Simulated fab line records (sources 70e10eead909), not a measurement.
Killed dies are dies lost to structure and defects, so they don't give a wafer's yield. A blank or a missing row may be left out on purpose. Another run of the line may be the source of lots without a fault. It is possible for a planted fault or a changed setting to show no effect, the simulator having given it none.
Matching of chambers :: flow nand harc :: NHARC_P_ZERO_WELL_DESCUM_26 on rie diel-13: 4 sister chambers
The step chemistry O2, time 3 s. 16 wafers are shown with their chamber, then 8 later ones without.

## EACH WAFER AND ITS CHAMBER
wafer: L074.4
chamber: 2
drypump motor current A (A): 5.9
showerhead plenum p Torr (Torr): 1.96
oes product au (a.u.): 0.997

wafer: L074.5
chamber: 1
drypump motor current A (A): 5.5
showerhead plenum p Torr (Torr): 1.81
oes product au (a.u.): 1.010

wafer: L074.6
chamber: 0
drypump motor current A (A): 5.9
showerhead plenum p Torr (Torr): 1.89
oes product au (a.u.): 0.995

wafer: L076.2
chamber: 2
drypump motor current A (A): 5.9
showerhead plenum p Torr (Torr): 1.96
oes product au (a.u.): 1.004

wafer: L076.4
chamber: 3
drypump motor current A (A): 6.5
showerhead plenum p Torr (Torr): 1.83
oes product au (a.u.): 0.995

wafer: L076.6
chamber: 3
drypump motor current A (A): 6.6
showerhead plenum p Torr (Torr): 1.83
oes product au (a.u.): 1.002

wafer: L081.1
chamber: 2
drypump motor current A (A): 5.9
showerhead plenum p Torr (Torr): 1.96
oes product au (a.u.): 1.007

wafer: L081.5
chamber: 2
drypump motor current A (A): 5.9
showerhead plenum p Torr (Torr): 1.95
oes product au (a.u.): 1.013

wafer: L081.6
chamber: 1
drypump motor current A (A): 5.5
showerhead plenum p Torr (Torr): 1.80
oes product au (a.u.): 1.003

wafer: L082.1
chamber: 2
drypump motor current A (A): 5.9
showerhead plenum p Torr (Torr): 1.95
oes product au (a.u.): 1.001

wafer: L082.4
chamber: 3
drypump motor current A (A): 6.6
showerhead plenum p Torr (Torr): 1.82
oes product au (a.u.): 1.003

wafer: L082.6
chamber: 1
drypump motor current A (A): 5.5
showerhead plenum p Torr (Torr): 1.80
oes product au (a.u.): 1.004

wafer: L083.2
chamber: 3
drypump motor current A (A): 6.6
showerhead plenum p Torr (Torr): 1.82
oes product au (a.u.): 0.988

wafer: L083.3
chamber: 1
drypump motor current A (A): 5.5
showerhead plenum p Torr (Torr): 1.80
oes product au (a.u.): 1.005

wafer: L083.4
chamber: 0
drypump motor current A (A): 5.9
showerhead plenum p Torr (Torr): 1.88
oes product au (a.u.): 0.985

wafer: L084.1
chamber: 0
drypump motor current A (A): 5.9
showerhead plenum p Torr (Torr): 1.88
oes product au (a.u.): 0.994

SIGNATURES (means of the wafers above)
reading: drypump motor current A
chamber 0: 5.900
chamber 1: 5.500
chamber 2: 5.900
chamber 3: 6.575
scatter within a chamber: 0.025

reading: showerhead plenum p Torr
chamber 0: 1.8833
chamber 1: 1.8025
chamber 2: 1.9560
chamber 3: 1.8250
scatter within a chamber: 0.00549

reading: oes product au
chamber 0: 0.99133
chamber 1: 1.00550
chamber 2: 1.00440
chamber 3: 0.99700
scatter within a chamber: 0.00565
Rule: distance of a wafer from a chamber = root of the sum over the readings of ((wafer's reading minus chamber's mean) / reading's scatter) squared. If the next closest chamber is less than 2 further off than the closest, the wafer can't be placed; otherwise it belongs to the closest. How the scatter is found: for the shown wafers, subtract from each reading the mean of its chamber, square and add these, divide the total by (wafers less chambers), then take the root.

## WAFERS MISSING THEIR CHAMBER
wafer: L084.3
drypump motor current A (A): 5.9
showerhead plenum p Torr (Torr): 1.95
oes product au (a.u.): 1.014

wafer: L084.5
drypump motor current A (A): 5.9
showerhead plenum p Torr (Torr): 1.88
oes product au (a.u.): 0.991

wafer: L086.1
drypump motor current A (A): 5.5
showerhead plenum p Torr (Torr): 1.80
oes product au (a.u.): 0.999

wafer: L086.5
drypump motor current A (A): 6.5
showerhead plenum p Torr (Torr): 1.82
oes product au (a.u.): 1.004

wafer: L086.6
drypump motor current A (A): 5.9
showerhead plenum p Torr (Torr): 1.95
oes product au (a.u.): 0.993

wafer: L093.2
drypump motor current A (A): 5.9
showerhead plenum p Torr (Torr): 1.94
oes product au (a.u.): 1.004

wafer: L093.3
drypump motor current A (A): 5.5
showerhead plenum p Torr (Torr): 1.79
oes product au (a.u.): 1.011

wafer: L093.6
drypump motor current A (A): 5.9
showerhead plenum p Torr (Torr): 1.87
oes product au (a.u.): 1.002

## EACH ONE'S CHAMBER
wafer: L084.3
from the rows above: 2
in truth: 2

wafer: L084.5
from the rows above: 0
in truth: 0

wafer: L086.1
from the rows above: 1
in truth: 1

wafer: L086.5
from the rows above: 3
in truth: 3

wafer: L086.6
from the rows above: 2
in truth: 2

wafer: L093.2
from the rows above: 2
in truth: 2

wafer: L093.3
from the rows above: 1
in truth: 1

wafer: L093.6
from the rows above: 0
in truth: 0
8 of 8 placed correctly. Number that these rows cannot place: 0. 0 placed wrongly.
